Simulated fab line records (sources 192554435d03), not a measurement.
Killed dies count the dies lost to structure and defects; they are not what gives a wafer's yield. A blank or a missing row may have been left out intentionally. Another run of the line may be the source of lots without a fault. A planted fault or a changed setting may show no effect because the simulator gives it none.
A lot that was struck, set against a sound lot / flow n5 finfet / 16 out of 1938 route steps
Sound: the wafers L822.1, L822.2, L822.6. Struck: wafer L832.4 (L832.1, L832.3, from the same lot, were not struck and are left out); the cause is given at the end.
Per side, at each step with rows, come the tool, then ch with its chambers, and then its first start. Under that, the readings that differ: sound wafers / struck wafers / difference of the means / sigmas: that difference in standard deviations of wafers without a fault.
alike: same words and numbers on both sides, and readings whose means sit less than 2 such deviations apart. not compared: any withheld reading, any reading some wafer has no value for, any bound like >300 that may hide the same value, and any number with overlapping values for which the record gives no deviation.
The two part at a step that has a row with sigmas, a row that says differs or no value, or rows on one side only. Numbers that don't overlap but have no deviation are shown without sigmas and don't part them. A reading that every wafer of one side lacks parts them only if that side has two wafers or more.

first, 4 steps without rows for these wafers: N5_BEOL_M3_SOFTBAKE_23 (time 60 s); N5_BEOL_M3_EXPOSE_25 (exposes mask V2, defocus 5 nm); N5_BEOL_M3_PEB_26 (peb time 60 s); N5_BEOL_M3_DEVELOP_27 (develop time 30 s).
N5_BEOL_M3_CD_MEAS_28: target cd 25.7 nm, target cd y 23.3 nm.
  sound on cd sem-02 ch 0, day 7 06:44; struck on cd sem-03 ch 0, day 10 03:15
  alike: cd nm
N5_BEOL_M3_OVL_MEAS_29:
  sound on overlay-01 ch 0, day 7 06:46; struck on overlay-02 ch 0, day 10 03:17
  alike: V2_OVL
N5_BEOL_M3_INSPECT_30: inspects for defects (brightfield).
  sound on defect inspect-02 at day 7 06:49; struck on defect inspect-01 at day 10 03:20
reading=raw defect count; sound=273 270 352; struck=543; difference=+245; sigmas=+3
N5_BEOL_M3_DESCUM_33: chemistry O2, time 7 s.
  sound on rie diel-06 ch 0,1,2, day 7 06:52; struck on rie diel-05 ch 3, day 10 03:23
  alike: drypump motor current A, oes product au, rf fwd power W, rf vpp V, showerhead plenum p Torr, throttle valve pct
  not compared: rf hours counter h
N5_BEOL_M3_ETCH_77: etches underlayer in N2/H2, target depth 6.5 nm, time 5.2 s.
  sound on rie diel-06 ch 0,1,2, day 7 06:53; struck on rie diel-05 ch 3, day 10 03:25
  alike: bias w, drypump motor current A, etch rf on time s, oes product au, rf fwd power W, rf vpp V, showerhead plenum p Torr, throttle valve pct
  not compared: rf hours counter h
N5_BEOL_M3_ETCH_69: etches SiARC in CF4, target depth 15.6 nm, time 26 s.
  sound on rie diel-06 ch 0,1,2, day 7 06:55; struck on rie diel-05 ch 3, day 10 03:26
  alike: bias w, drypump motor current A, etch rf on time s, oes product au, rf fwd power W, rf vpp V, showerhead plenum p Torr, throttle valve pct
  not compared: rf hours counter h
N5_BEOL_M3_ALD_98: deposits SiO2, target thk 2.5 nm, pulse time 1 s, co reactant pulse time 1 s.
  sound on ald sin-01 ch 0,1,3, day 7 06:59; struck on ald sin-04 ch 2, day 10 03:31
  alike: heater power w, precursor pulse height rel
N5_BEOL_M3_ETCHBACK_99: etches SiO2 in CHF3, target depth 5 nm, time 10.4 s.
  sound on rie diel-05 ch 1,3, day 7 13:21; struck on rie diel-06 ch 1, day 10 03:47
reading=throttle valve pct (%); sound=17.27 16.89 17.28; struck=16.60; difference=-0.55; sigmas=-2
  alike: bias w, drypump motor current A, oes_f_703_au, oes product au, rf fwd power W, rf vpp V, showerhead plenum p Torr
  not compared: rf hours counter h
N5_BEOL_M3_ETCH_70: etches SOC in N2/H2, target depth 80 nm, overetch 16 nm, time 120 s.
  sound on rie diel-05 ch 1,3, day 7 13:23; struck on rie diel-06 ch 1, day 10 03:50
reading=bias w (W); sound=149.5 149.5 150.1; struck=109.5; difference=-40.2; sigmas=-86
reading=rf vpp V (V); sound=524.7 526.8 525.2; struck=425.8; difference=-99.8; sigmas=-37
reading=model.SiARC_of_BEOL_M3_COAT_68.thk nm (nm); sound=6.4 6.2 6.4; struck=8.2; difference=+1.9; sigmas=
  alike: drypump motor current A, oes product au, rf fwd power W, showerhead plenum p Torr, throttle valve pct
  not compared: rf hours counter h
then, 1 step without rows for these wafers: N5_BEOL_M3_STRIP_71 (strips in N2/H2).
N5_BEOL_M4_RC_MEAS_101:
  sound on prober-01 ch 0, day 8 03:32; struck on prober-02 ch 0, day 11 00:05
  alike: DIBL_N, DIBL_P, IOFF_N, IOFF_P, ION_N, ION_P, SS_N, SS_P, VT_N, VT_P
N5_PASSIVATION_PROBE_49:
  the record holds rows for the sound wafers here (prober-02, day 12 14:34) but none for the struck ones

== WHERE THEY PART ==
Earliest at N5_BEOL_M3_INSPECT_30; latest, in this record, at N5_PASSIVATION_PROBE_49.

WHY: the cause the simulator had injected
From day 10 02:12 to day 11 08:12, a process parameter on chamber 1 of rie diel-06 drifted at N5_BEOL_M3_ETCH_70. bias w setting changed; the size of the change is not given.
